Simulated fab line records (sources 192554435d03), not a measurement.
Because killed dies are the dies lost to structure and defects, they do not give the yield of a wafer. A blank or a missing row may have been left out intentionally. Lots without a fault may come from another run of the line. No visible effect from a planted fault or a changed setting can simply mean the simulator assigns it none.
Lot-split experiment | flow n5 finfet | route with 1938 steps; 7 lots, 21 wafers read

== ON THE SPLIT ==
At N5_BEOL_M0_ETCH_128 (etches SiCN in CF4/N2, target depth 12 nm, overetch 5.1 nm, time 21.4 s), the setting source w was moved away from the recipe's 430 W on 5 of the 21 wafers read, by -11.7% to +10.6%. For the rest of the wafers, this setting stayed at what the recipe calls for.

Reading taken at the split's own step.

== THE READING ==
rf vpp V, in V, at N5_BEOL_M0_ETCH_128 (etches SiCN in CF4/N2, target depth 12 nm, overetch 5.1 nm, time 21.4 s). Fault-free wafers of this fab line usually give 383.3 V, standard deviation 1.6 V.

wafer  | tool, chamber at the split | source w as run, W | against the recipe | rf vpp V, V | against lot-mates on the recipe
L075.2 | rie diel-01, 3             | 407.1              | -5.3%              | 387.6       | +4.6
L075.3 | rie diel-01, 0             | 430                | recipe             | 383.4       | -
L075.6 | rie diel-01, 3             | 430                | recipe             | 382.7       | -
L077.1 | rie diel-03, 3             | 430                | recipe             | 384.1       | -
L077.2 | rie diel-03, 1             | 430                | recipe             | 380.4       | -
L077.5 | rie diel-03, 2             | 430                | recipe             | 385.5       | -
L078.4 | rie diel-03, 2             | 430                | recipe             | 384.7       | -
L078.5 | rie diel-03, 0             | 475.6              | +10.6%             | 370.7       | -14.0
L078.6 | rie diel-03, 3             | 475.6              | +10.6%             | 371.1       | -13.6
L081.1 | rie diel-01, 2             | 430                | recipe             | 385.3       | -
L081.3 | rie diel-01, 0             | 430                | recipe             | 384.1       | -
L081.5 | rie diel-01, 0             | 430                | recipe             | 383.2       | -
L082.1 | rie diel-02, 2             | 430                | recipe             | 384.2       | -
L082.2 | rie diel-02, 0             | 430                | recipe             | 384.9       | -
L082.5 | rie diel-02, 2             | 379.5              | -11.7%             | 402.6       | +18.1
L090.2 | rie diel-01, 3             | 430                | recipe             | 382.7       | -
L090.4 | rie diel-01, 0             | 430                | recipe             | 381.6       | -
L090.6 | rie diel-01, 0             | 430                | recipe             | 382.3       | -
L093.4 | rie diel-01, 2             | 430                | recipe             | 384.6       | -
L093.5 | rie diel-01, 2             | 390.3              | -9.2%              | 397.1       | +14.0
L093.6 | rie diel-01, 3             | 430                | recipe             | 381.7       | -

FIT RESULTS
A straight line over all 21 wafers: rf vpp V changes by -1.34 V for each +1% of source w; r = -0.97; the points scatter about the line by 1.8 V.
The same after taking each lot's own level away (the mean of its wafers on the recipe; 21 wafers): -1.38 V for each +1%; r = -0.98; scatter 1.4 V.
According to that fit, moving source w by its largest amount changes the reading by 16 V.
From 382.20 to 384.70 V: that is the span of the lots' own levels, equal to 1.6 times the standard deviation above.
Hence the lot-to-lot level has little effect on the slope; both slopes agree.
Check: with one of the wafers moved furthest among these (-11.7%) left out of the fit, the line predicts +15.4 V for it against its lot-mates. Against them it came out at +18.1 V.
Tool readings at the split's step, against how far the setting was moved: rf vpp V r = -0.97.

== THESE WAFERS: OTHER SPLITS ==
Other splits were also applied to these wafers ahead of the reading. Each is held against what the fit with the lots' levels taken away leaves over:
other split on the same wafers         | wafers away from the commonest value | r with rf vpp V (lot level and that fit taken away)
N5_MOL_CONTACT_COAG_COAT_34 spin rpm   | 9                                    | +0.08
N5_MOL_CONTACT_COAG_ALD_133 ald cycles | 12                                   | +0.13
N5_BEOL_M0_SAQP_EXPOSE_37 dose mj      | 8                                    | -0.01
N5_BEOL_M0_SAQP_CUT_ETCH_46 source w   | 9                                    | -0.03

== THE FILE'S OWN FIT ==
rf vpp V changes by -1.4 V for each +1% of source w, r = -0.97.
